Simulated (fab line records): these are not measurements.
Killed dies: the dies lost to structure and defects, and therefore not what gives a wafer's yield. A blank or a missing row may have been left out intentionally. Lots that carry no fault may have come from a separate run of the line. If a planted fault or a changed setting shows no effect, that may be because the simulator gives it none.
fab line records -- flow n5-finfet
record: lots: 3, wafers: 9, last-day: 18
route steps=1938 shown BEOL_M4@1099 BEOL_M5@1112 PASSIVATION@1936
lots with no fault: from the same line, run without faults
start-h: start of the lot's first displayed wafer, in hours after the record's first day -- wait-h: hours since the lot's step before -- " same as the row above -- L1.1+2: a single row standing in for several wafers -- - value missing, or start not given -- * or withheld: withheld -- < > ~ a bound
route shown NAME@n: names a module that has steps shown in the file, with the first one's number in the route -- usual: mean/standard deviation of fault-free wafers -- same: alike in all rows -- chamber/n: place in a boat -- sites: per-site readings -- _std_site: the standard deviation of these -- _edge_site: outer sites' mean less inner sites' -- radius-mm: for every site, how far away it sits from the centre of the wafer -- mask NAME#n: copy n -- behind: the tool/chamber that last shaped the wafer -- hold: what put the lot on hold/how long, in hours/how the hold closed -- device: whichever transistor did not switch (one of n, p or np) -- end of line: the same wafers' tests at the end of the route -- step lacking rows: just its recipe -- killed: at the first sort, the dies lost to defects and structure; wafer yield is something else -- map: a wafer's dies, x killed, . not, _ none there
set.NAME: the setting as run; set.NAME@STEP: as run at that earlier step -- model.NAME: the simulator's own value behind a step, which no gauge read
lots seen at some steps along the route; tables by step, rows by wafer
services: a tool's chamber out of use, with start hour (start-h, from the record's first day; less than 0 if before it), hours out, and reason
== steps ==
step: N5_BEOL_M4_ANNEAL_95
recipe: temp-c: 400, time-s: 240, ambient: vacuum
step: N5_BEOL_M4_SPUTTER_96
recipe: material: Cu, target-thk-a: 45, temp-c: -20, chamber-pressure-pa: 0.07, power-w: withheld, time-s: 8.29
step: N5_BEOL_M4_ECD_50
recipe: material: Cu, target-thk-a: 3000
step: N5_BEOL_M4_ANNEAL_51
recipe: temp-c: 225, time-s: 90, ambient: N2
step: N5_BEOL_M4_CMP_52
recipe: stop-on: SiOC, t-overpolish-s: 6.8, down-force-psi: 1, platen-rpm: 50, clearing-platen-down-force-psi: 1.5, clearing-platen-rpm: 50, post-cmp-clean: cu-alkaline, target-thk-nm: 40, clearing-platen-pad-velocity-m-s: 0.99484, pad-velocity-m-s: 0.99484
step: N5_BEOL_M4_PRE_CLEAN_60
recipe: gas: NH3/H2, time-s: 15, temp-c: *, rf-power-w: 300
step: N5_BEOL_M4_CO_CAP_55
recipe: material: Co, target-thk-a: 20, temp-c: 200, precursor: CCTBA/H2, pressure-torr: 30, time-s: 102.1
step: N5_BEOL_M4_PRE_CLEAN_56
recipe: gas: NH3, time-s: 15, temp-c: withheld, rf-power-w: 300
step: N5_BEOL_M4_DEP_57
recipe: material: SiCN, target-thk-a: 80, temp-c: withheld, precursor: 3MS/NH3, pressure-torr: 3, rf-w: 202, time-s: 14
step: N5_BEOL_M4_RC_MEAS_101
usual: DIBL_N: 36.3/1.6, DIBL_P: 36.5/1.6, IOFF_N: 0.163/0.026, IOFF_P: 0.22/0.033, ION_N: 676/9.9, ION_P: 464/6.5, SS_N: 71.5/0.5, SS_P: 73.3/0.64, VT_N: 249.3/2.9, VT_P: -250/3.2
lot.wafer,tool,chamber,start-h,wait-h,DIBL_N[mV/V],DIBL_P[mV/V],IOFF_N[nA/um],IOFF_P[nA/um],ION_N[uA/um],ION_P[uA/um],SS_N[mV/dec],SS_P[mV/dec],VT_N[mV],VT_P[mV]
L460.2,prober-01,0,193.28,0.2,38.5,38.5,0.186,0.26,686,468,72.3,74.4,247.9,-246
L460.3,prober-01,0,193.28,0.2,37.2,37.0,0.166,0.25,676,468,71.8,73.9,248.7,-248
L460.4,prober-01,0,193.28,0.2,39.7,39.5,0.219,0.29,699,482,73.0,74.6,245.2,-244
L469.2,prober-02,0,254.54,0.2,35.6,35.8,0.148,0.21,676,454,72.2,73.1,248.0,-250
L469.3,prober-02,0,254.54,0.2,35.1,35.2,0.147,0.20,685,475,71.0,73.3,250.1,-250
L469.6,prober-02,0,254.54,0.2,37.0,37.3,0.172,0.23,678,465,71.0,73.6,248.6,-249
L481.3,prober-01,0,316.60,0.3,34.6,35.1,0.143,0.20,673,466,71.2,73.8,250.6,-251
L481.4,prober-01,0,316.60,0.3,35.5,36.2,0.160,0.22,671,470,71.4,73.5,250.8,-247
L481.6,prober-01,0,316.60,0.3,35.7,36.6,0.165,0.22,684,473,71.3,73.8,248.6,-250
step: N5_BEOL_M5_ILD_DEP_00
recipe: material: SiCOH_lowk, target-thk-a: 1406.4, temp-c: 300, precursor: DEMS/porogen, pressure-torr: 5, rf-w: 500, time-s: 25.9
step: N5_BEOL_M5_CURE_79
recipe: temp-c: 385, time-s: 240, ambient: He/Ar, material: SiCOH_lowk
step: N5_BEOL_M5_PECVD_70
recipe: material: SiO2, target-thk-a: 160, temp-c: 400, precursor: TEOS/O2, pressure-torr: 5.5, rf-w: 450, teos-flow-sccm: 53.8, gas: O2, flow-sccm: 3000, time-s: 18
step: N5_BEOL_M5_HM_DEP_02
recipe: material: TiN, target-thk-a: 200, temp-c: 25, chamber-pressure-pa: 0.49996
step: N5_BEOL_M5_COAT_59
recipe: resist: SOC, temp-c: 250, time-s: 60, spin-rpm: 1500, resist-thk-nm: 60
step: N5_BEOL_M5_COAT_60
recipe: resist: SiARC, temp-c: 220, time-s: 60, spin-rpm: 1500, resist-thk-nm: 12
step: N5_BEOL_M5_COAT_71
recipe: resist: underlayer, temp-c: 205, time-s: 60, spin-rpm: 1500, resist-thk-nm: 5
step: N5_BEOL_M5_COAT_05
recipe: resist: CAR-EUV, spin-rpm: 1500, resist-thk-nm: 30
step: N5_BEOL_M5_EBR_07
recipe: solvent: PGMEA, ebr-width-mm: 1.5
step: N5_BEOL_M5_SOFTBAKE_06
recipe: temp-c: 110, time-s: 60, resist: CAR-EUV
step: N5_BEOL_M5_EXPOSE_08
recipe: mask-id: M5, na: 0.33, source-shape: annular, sigma-inner: 0.4, sigma-outer: 0.8, polarization: unpolarized, target-cd-nm: 28, dose-mj: 35.75
step: N5_BEOL_M5_PEB_09
recipe: peb-temp-c: 100, peb-time-s: 60, resist: CAR-EUV
step: N5_BEOL_M5_DEVELOP_10
recipe: develop-time-s: 30, developer: TMAH, resist: CAR-EUV, rinse-liquid: surfactant-rinse, dry: air-spin, dev-temp-c: 23
step: N5_BEOL_M5_DESCUM_16
recipe: chemistry: O2, time-s: 7, source-power-w: 50, bias-power-w: 20, pressure-mtorr: 20, rf-frequency-hz: 2.712e+07, temp-c: 40, resist: CAR-EUV, o2-flow-sccm: 225
step: N5_BEOL_M5_ETCH_72
recipe: chemistry: N2/H2, target: underlayer, target-depth-a: 65, mask-material: CAR-EUV, time-s: 5.2, ion-energy-ev: 200, pressure-mtorr: 30, source-w: 840, bias-w: 150, n2-flow-sccm: 200, h2-flow-sccm: 200, ends: cleared
step: N5_BEOL_M5_ETCH_61
recipe: chemistry: CF4, target: SiARC, target-depth-a: 156, mask-material: CAR-EUV, time-s: 26, ion-energy-ev: 80, pressure-mtorr: 40, source-w: 545, bias-w: 36, Ar_flow_sccm: 100, cf4-flow-sccm: 100, ends: cleared
step: N5_BEOL_M5_ETCH_62
recipe: chemistry: N2/H2, target: SOC, target-depth-a: 750, overetch-a: 150, mask-material: SiARC, temp-c: 40, time-s: 112.5, ion-energy-ev: 200, pressure-mtorr: 30, source-w: 840, bias-w: 150, n2-flow-sccm: 200, h2-flow-sccm: 200
step: N5_BEOL_M5_STRIP_63
recipe: chemistry: N2/H2, temp-c: 40, n2-flow-sccm: 200, h2-flow-sccm: 200, rf-frequency-hz: 6e+07
step: N5_BEOL_M5_STRIP_73
recipe: chemistry: N2/H2, temp-c: 40, n2-flow-sccm: 200, h2-flow-sccm: 200, rf-frequency-hz: 6e+07
step: N5_BEOL_M5_STRIP_64
recipe: chemistry: CF4, resist: SiARC, power-w: 300, bias-power-w: 75, pressure-mtorr: 50, cf4-flow-sccm: 150, rf-frequency-hz: 6e+07
step: N5_BEOL_M5_HM_OPEN_17
recipe: chemistry: Cl2/BCl3, target-depth-a: 200, overetch-a: 60, target: TiN, mask-material: SOC, ion-energy-ev: 150, pressure-mtorr: 10, icp-w: 1000, bias-w: 126, Cl2_flow_sccm: 53.25, bcl3-flow-sccm: 21.75, Ar_flow_sccm: 25
step: N5_BEOL_M5_STRIP_19
recipe: chemistry: O2, power-w: 400, temp-c: 40, pressure-mtorr: 30, rf-frequency-hz: 6e+07, bias-power-w: 0, overash-fraction: 0.2, o2-flow-sccm: 225
step: N5_BEOL_M5_COAT_65
recipe: resist: SOC, temp-c: 250, time-s: 60, spin-rpm: 1500, resist-thk-nm: 60
step: N5_BEOL_M5_COAT_66
recipe: resist: SiARC, temp-c: 220, time-s: 60, spin-rpm: 1500, resist-thk-nm: 12
step: N5_BEOL_M5_TRENCH_ETCH_37
recipe: chemistry: C4F6/O2, target-depth-a: 716.52, target: SiCOH_lowk, time-s: 24.7, ion-energy-ev: 250, pressure-mtorr: 30, source-w: 345, bias-w: 185, Ar_flow_sccm: 300, C4F6_flow_sccm: 10, O2_flow_sccm: 10
usual: drypump-motor-current-A: 5.7/0.33, oes-product-au: 0.78/0.084, rf-vpp-V: 664/5.7, showerhead-plenum-p-Torr: 2.84/0.12, throttle-valve-pct: 20.98/0.26
lot.wafer,tool,chamber,start-h,wait-h,drypump-motor-current-A,oes-product-au,rf-hours-counter-h,rf-vpp-V,showerhead-plenum-p-Torr,throttle-valve-pct,model.etch.depth-nm,model.BEOL_M5.feature-depth-nm,model.TiN_of_BEOL_M5_HM_DEP_02.thk-nm
L460.2,rie-diel-06,2,199.78,-,5.9,0.71,172,656,2.73,21.27,69.79,69.8,17.6
L460.3,rie-diel-06,1,199.78,-,5.9,0.75,142,668,2.63,21.33,71.31,71.4,17.4
L460.4,rie-diel-06,0,199.78,-,5.7,0.80,111,663,2.98,20.97,70.23,70.2,17.8
L469.2,rie-diel-06,0,260.00,-,5.7,1.13,128,665,2.97,21.13,119.2,119.2,16.4
L469.3,rie-diel-06,1,260.00,-,5.9,0.74,158,667,2.63,21.35,72.79,72.8,17.8
L469.6,rie-diel-06,0,260.00,-,5.7,1.12,-,664,2.97,21.12,120.3,120.2,16.4
L481.3,rie-diel-02,1,323.59,-,6.4,0.75,142,667,2.96,21.31,72.07,72,17.6
L481.4,rie-diel-02,0,323.59,-,5.4,0.91,21,663,2.90,20.61,72.41,72.4,17.8
L481.6,rie-diel-02,1,323.59,-,6.3,0.75,-,667,2.96,21.31,72.41,72.4,17.8
step: N5_BEOL_M5_ETCH_41
recipe: chemistry: CH3F/O2, target: SiCN, target-depth-a: 315, taper-deg: 2, time-s: 56.7, ion-energy-ev: 120, mask-material: TiN, pressure-mtorr: 30, source-w: 395, bias-w: 75, Ar_flow_sccm: 150, CH3F_flow_sccm: 30, O2_flow_sccm: 20
usual: drypump-motor-current-A: 5.7/0.34, oes-product-au: 0.78/0.083, rf-vpp-V: 297.4/2, showerhead-plenum-p-Torr: 2.00/0.089, throttle-valve-pct: 16.38/0.26
lot.wafer,tool,chamber,start-h,wait-h,drypump-motor-current-A,oes-product-au,rf-hours-counter-h,rf-vpp-V,showerhead-plenum-p-Torr,throttle-valve-pct,model.BEOL_M5.cd-nm
L460.2,rie-diel-06,2,-,-,5.9,0.71,172,295.5,1.91,16.69,28
L460.3,rie-diel-06,1,-,-,5.9,0.76,142,294.2,1.85,16.73,28.4
L460.4,rie-diel-06,0,-,-,5.8,0.80,111,299.8,2.10,16.36,28.2
L469.2,rie-diel-06,0,-,-,5.7,0.78,128,299.5,2.09,16.39,28.6
L469.3,rie-diel-06,1,-,-,5.9,0.75,158,295.7,1.84,16.74,27.8
L469.6,rie-diel-06,0,-,-,5.7,0.79,-,299.7,2.09,16.37,28.8
L481.3,rie-diel-02,1,-,-,6.3,0.75,142,299.4,2.09,16.68,28.4
L481.4,rie-diel-02,0,-,-,5.4,0.90,21,298.6,2.04,15.98,28.2
L481.6,rie-diel-02,1,-,-,6.3,0.75,-,299.3,2.09,16.69,28.2
step: N5_BEOL_M5_OCD_MEAS_38
usual: trench-depth-nm: 71.6/1.1
lot.wafer,tool,chamber,start-h,wait-h,trench-depth-nm
L460.2,ocd-02,-,199.93,-,69.8
L460.3,ocd-02,-,199.93,-,71.5
L460.4,ocd-02,-,199.93,-,70.5
L469.2,ocd-01,-,260.15,-,119.7
L469.3,ocd-01,-,260.15,-,73.0
L469.6,ocd-01,-,260.15,-,120.5
L481.3,ocd-02,-,323.75,-,72.4
L481.4,ocd-02,-,323.75,-,72.5
L481.6,ocd-02,-,323.75,-,72.3
step: N5_BEOL_M5_CMP_52
recipe: stop-on: SiCOH_lowk, t-overpolish-s: 6.9, down-force-psi: 1, platen-rpm: 50, clearing-platen-down-force-psi: 1.5, clearing-platen-rpm: 50, post-cmp-clean: cu-alkaline, target-thk-nm: 62, clearing-platen-pad-velocity-m-s: 0.99484, pad-velocity-m-s: 0.99484
usual: motor-current-A: 6.0/0.76, pad-life-wafers: 1031/580, platen-rpm: 49.99/0.036
lot.wafer,tool,chamber,start-h,wait-h,motor-current-A,pad-life-wafers,platen-rpm,model.Cu_of_BEOL_M5_ECD_50.thk-nm
L460.4,cmp-01,3,206.87,0.1,6.2,1608,50.05,60.2
L460.3,cmp-01,1,206.87,0.1,5.9,1610,50.05,61.6
L460.2,cmp-01,2,206.87,0.1,5.6,1611,50.00,59.4
L469.3,cmp-03,1,267.14,0.2,6.1,932,50.01,63.6
L469.2,cmp-03,2,267.14,0.2,5.9,933,49.99,109.6
L469.6,cmp-03,0,267.14,0.2,5.9,-,50.01,110.4
L481.4,cmp-01,0,331.03,0.2,5.9,469,49.97,62.2
L481.3,cmp-01,1,331.03,0.2,5.9,470,50.02,63.4
L481.6,cmp-01,0,331.03,0.2,5.9,-,50.00,63.4
step: N5_BEOL_M5_THK_MEAS_53
recipe: thk-meas-gauge: xrf, reads: Cu_of_BEOL_M5_ECD_50
usual: M5_THK: 62.6/1.5
lot.wafer,tool,chamber,start-h,wait-h,M5_THK[nm]
L460.2,film-metro-01,-,207.18,0.1,59.8
L460.3,film-metro-01,-,207.18,0.1,62.1
L460.4,film-metro-01,-,207.18,0.1,60.5
L469.2,film-metro-01,-,267.36,-,111.4
L469.3,film-metro-01,-,267.36,-,64.8
L469.6,film-metro-01,-,267.36,-,112.1
L481.3,film-metro-01,-,331.29,-,63.8
L481.4,film-metro-01,-,331.29,-,63.0
L481.6,film-metro-01,-,331.29,-,64.1
step: N5_BEOL_M5_RS_MEAS_57
recipe: thk-meas-gauge: four-point-probe, reads: Co_of_BEOL_M5_CO_CAP_78+Cu_of_BEOL_M5_ECD_50+Co_of_BEOL_M5_CVD_47+TaN_of_BEOL_M5_ALD_86
usual: M5_RS: 0.387/0.011
lot.wafer,tool,chamber,start-h,wait-h,M5_RS[ohm/sq]
L460.2,film-metro-01,-,207.44,0.1,0.408
L460.3,film-metro-01,-,207.44,0.1,0.390
L460.4,film-metro-01,-,207.44,0.1,0.401
L469.2,film-metro-02,-,267.62,0.1,0.199
L469.3,film-metro-02,-,267.62,0.1,0.375
L469.6,film-metro-02,-,267.62,0.1,0.197
L481.3,film-metro-02,-,331.58,0.1,0.376
L481.4,film-metro-02,-,331.58,0.1,0.385
L481.6,film-metro-02,-,331.58,0.1,0.376
step: N5_PASSIVATION_PROBE_49
usual: defect-limited-yield: 91.2/1.5, killed_at_M0_to_M3: 32/9.6, killed_at_M4_up: 13/5.3, killed-at-contacts: 13/6.7, killed-at-front-end: 42/11, killed-at-other: 3.8/2.9, killed-dies: 103/17, killed-on-rim: 14/4.4, killed-open: 67/13, killed-short: 35/7.9, sort_bin_5_function: 5.2/0.94, sort_bin_6_memory: 3.3/0.64, sort-n-pass: 1077/17, sort-yield-pct: 91.2/1.5
same: gross-dies: 1180, killed-at-back-side: 0, sort_bin_4_leakage[%]: 0, sort_bin_8_speed[%]: 0
lot.wafer,tool,chamber,start-h,wait-h,defect-limited-yield[%],killed_at_M0_to_M3,killed_at_M4_up,killed-at-contacts,killed-at-front-end,killed-at-other,killed-dies,killed-on-rim,killed-open,killed-short,sort_bin_5_function[%],sort_bin_6_memory[%],sort-n-pass,sort-yield-pct[%]
L469.2,prober-02,-,358.30,0.1,25.3,33,786,10,47,6,882,142,76,32,5.1,3.7,298,25.3
L469.6,prober-02,-,358.50,0.3,32.2,32,720,8,36,4,800,148,52,31,4.1,2.9,380,32.2
killed by level:class
L469.2 BEOL_M5:area-etch=773 BEOL_M0_SAQP:geometric-particle:open=10 STI_FIN_REVEAL:geometric-particle:open=9 ILD0:geometric-particle:open=8 BEOL_M3:geometric-particle:open=7 MOL_CONTACT_COAG:geometric-particle:open=6 ILD0:geometric-particle:short=5 GATE_CUT:geometric-particle:short=5
L469.6 BEOL_M5:area-etch=716 STI_FIN_REVEAL:geometric-particle:open=9 BEOL_M0_SAQP:geometric-particle:open=9 BEOL_M0_SAQP:geometric-particle:short=7 BEOL_M1:geometric-particle:open=6 ILD0:geometric-particle:open=5 GATE_CUT:geometric-particle:short=5 MOL_CONTACT_COAG:geometric-particle:open=5
map L469.2 (x killed, . not)
_________________xxxxxxxxxxxx________________
______________xxxxxxxxxxxxxxxx.._____________
___________.xxxxxxxxx.xxxxxxxxxxxxx__________
__________xxxxxxxxxxxxx.xxxxxxxxxxxx_________
________xxxxxxxxxxxxxxxx.xxxxxxxxxxxxx_______
_______xxxxxxx.xxxxxxxxx.xxxxxxxxxxxxxx______
______xxxx.xxx.xx.xxxxxxxxxxxxxxxxxxxxxx_____
_____xxxxxxxxxxxxx.xx.x.xxxxx.x.xxxxxxxxx____
____xx.xxxxxxx.xxxxxx.xxxxxxxxxxxxxxxx.xxx___
___xxxxxxxxxxxxxxx..x..xxxxxxxxxxxxx.x.xxxx__
___xxxxxxxxxxx.xxxxxxx.xxx.xx.xx.x.xxxxxxx.__
__xxxxxxxx..xxxxxxx.x.x....x...xxxx.xxxxxxxx_
__xxxx.xxxxxxx..xx.....x.xx.x..x.xxxx.xx.xxx_
_xxxxxxxx.xx..xx.xx.xx.xx.xx...xxxx.xxxx.xx..
_xxxxxxxxxxxx..x..x..x.x.x...x.x.x.x...xxxxxx
_xxxxxxx.xxxx.....xx..xx..x....xx..x.xxx.xxxx
_xxxxx.x.x.x...x.xx.x.......xxxxx..x.xxxxx.xx
_xxxxxxxx.x...xxx.x.xxxxx..x..xx...x.xxx.x.xx
_x.x..xxx....xxxx..xx...x.x..xx..x.xx.xxxx.xx
_xxxxxxxxxxx...x.x.xx..xxxx......xxx..xx.xxxx
_xxxxxxxx.xxx.......x...x..x....xxx.xxxxxxxxx
__xxxxxxx.xxx.x.xx..x.xxx.x......xxxxx.xxx.x_
__xxxxxxxxxxx..xxx..xx....x....x.x.x..xxxxxx_
___xxxxxxxx.xxxx.xxxxxx.xxx.x..xxx.xxxxxxxx__
___xx.xxxxxxx.x..x.x.xxx..xx.x.xxxx.xxxxxxx__
____xxx.....xxxxxxxxxxxx..xxx...xxxxxx.xxx___
_____xxxxxxxx.xx.xxxxxx...xx...x.xxxxxxxx____
______xxxxxxx.xxxxxx..xx..xx.xxxxx.xxx.._____
_______xxxxx.x.xxxxx..xxxxxxxx.x.x.xxxx______
________xxxxxx.x.xxxxx.xxxxx..xxxxx.xx_______
__________xx.xxxxxxxxx.xxxxxx.xxxx.x_________
___________xxxxx.xx.xx.xxxxx.xxxxxx__________
______________xxxxxxxxxxx.xxxxxx_____________
_________________xxxxxxxxxxxx________________
map L460.4 (x killed, . not)
_________________x...........________________
______________.....x............_____________
___________...................x....__________
__________...........x.............._________
________.x.......x...........x.x......_______
_______.............................x.x______
______.........x.xx..x...x.x............_____
_____..x......x.....x....................____
____......................................___
___.........................x..............__
___......x......xx.xx......................__
__.......................x.................._
__................................x........._
_...............x......x.....x......x......x.
_.........................x..........x.......
_....x.....x.x......x....x............x....x.
_..xx..................................x....x
_.......x...x......x...................x.....
_............x.x......x..............x.......
_..................x.......................x.
_..x..x...............x..x...........x....x..
__............................x..x..x.....x._
__......x.........x................x...x...._
___...........x............................__
___.......x......x.................x.....x.__
____..x....x.........x...x..x.............___
_____.....x..........x...x..x......x.....____
______...xx.....x..................x...._____
_______........x..xx...x...............______
________....x........................._______
__________x...x......xx..........x.._________
___________.x......................__________
______________...x...xx.....x..._____________
_________________..........x.________________
== services ==
tool,chamber,start-h,hours,kind
cmp-01,-,182.05,0.7,repair
rie-diel-06,1,185.66,1.9,repair
rie-diel-02,2,186.31,1.2,repair
rie-diel-02,-,211.42,0.1,repair
rie-diel-02,0,219.73,-,clean
rie-diel-02,0,219.73,-,consumable-replace:focus-ring
rie-diel-02,0,219.73,32.4,scheduled-down
rie-diel-02,0,219.73,32.4,vent-cycle
rie-diel-02,1,234.79,10.1,repair
cmp-03,-,243.11,0.5,repair
cmp-01,-,247.09,1.8,repair
cmp-01,-,268.50,4.0,pm
cmp-01,-,272.50,-,consumable-replace:conditioner
cmp-01,-,272.50,-,consumable-replace:pad
cmp-01,-,279.79,0.9,repair
cmp-01,-,306.65,1.1,repair
rie-diel-06,2,323.89,4.5,repair
== key ==
first-sign: step: N5_BEOL_M5_TRENCH_ETCH_37, reading: oes-product-au, direction: up, sigmas: 4.1, usual: 0.78, struck: 1.12
effect: step: N5_BEOL_M5_OCD_MEAS_38, reading: trench-depth-nm, direction: up, sigmas: 44, usual: 71.6, struck: 120.1
effect: step: N5_BEOL_M5_THK_MEAS_53, reading: M5_THK, direction: up, sigmas: 34, usual: 62.6, struck: 111.8
effect: step: N5_BEOL_M5_RS_MEAS_57, reading: M5_RS, direction: down, sigmas: 18, usual: 0.387, struck: 0.198
effect: step: N5_PASSIVATION_PROBE_49, reading: killed_at_M4_up, direction: up, sigmas: 99+, usual: 13, struck: 753
model-effect: step: N5_BEOL_M5_TRENCH_ETCH_37, value: etch.depth-nm, without: 71.66, struck: 119.7
model-effect: step: N5_BEOL_M5_ETCH_41, value: BEOL_M5.cd-nm, without: 28.1, struck: 28.7
model-effect: step: N5_BEOL_M5_CMP_52, value: Cu_of_BEOL_M5_ECD_50.thk-nm, without: 61.9, struck: 110
more-kills-born-at: N5_BEOL_M5_TRENCH_ETCH_37@rie-diel-06: 1489
met-at N5_BEOL_M5_TRENCH_ETCH_37
struck-wafers L469.2,L469.6
later-rows-left-out L469.2,L469.6
onset-between 199.78 260.00
fault: kind: process-parameter-drift, tool: rie-diel-06, chamber: -, onset-h: 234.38, steps: N5_BEOL_M5_TRENCH_ETCH_37, channel: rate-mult, offset: 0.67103, shape: step, end-h: 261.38, scope: struck-wafers-only
later-rows-left-out: the simulator's readings of these wafers behind a module that went badly wrong aren't trusted and aren't shown, but for the sort
